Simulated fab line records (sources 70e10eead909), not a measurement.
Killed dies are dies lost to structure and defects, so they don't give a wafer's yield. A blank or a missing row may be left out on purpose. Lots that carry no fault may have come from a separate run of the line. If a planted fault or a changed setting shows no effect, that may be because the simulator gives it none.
Matching of chambers    flow nand-harc    NHARC_P_M0_DESCUM_14 on rie-diel-09 has 3 sister chambers
The step chemistry O2, time 3 s. 3 wafers are shown with their chamber, then 5 later ones without.

## WAFERS PAIRED WITH THEIR CHAMBERS
wafer   chamber  showerhead-plenum-p-Torr (Torr)
L074.5  0        2.03
L084.1  3        1.85
L084.2  1        2.03

## WAFERS MISSING THEIR CHAMBER
wafer   showerhead-plenum-p-Torr (Torr)
L084.3  2.02
L089.1  2.03
L089.4  1.85
L090.3  2.03
L090.6  2.03

## EACH ONE'S CHAMBER
wafer   from the rows above      in truth
L084.3  can't be placed: 0 or 1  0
L089.1  can't be placed: 0 or 1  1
L089.4  3                        3
L090.3  can't be placed: 0 or 1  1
L090.6  can't be placed: 0 or 1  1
Correctly placed: 1 of 5. These rows do not allow placing 4 (true chamber among the candidates in 4). Number placed wrongly: 0.
How it was worked out, from the rows above alone: a wafer's distance from a chamber is the root of the sum, over the readings, of the square of ((its reading less the chamber's mean) divided by the reading's scatter). If the next closest chamber is less than 2 further off than the closest, the wafer can't be placed; otherwise it belongs to the closest. The mean given for a chamber averages the wafers shown for that chamber. The scatter (one wafer shown for each chamber): square how far every hidden wafer sits from the nearest shown wafer, average those squares and take the square root.
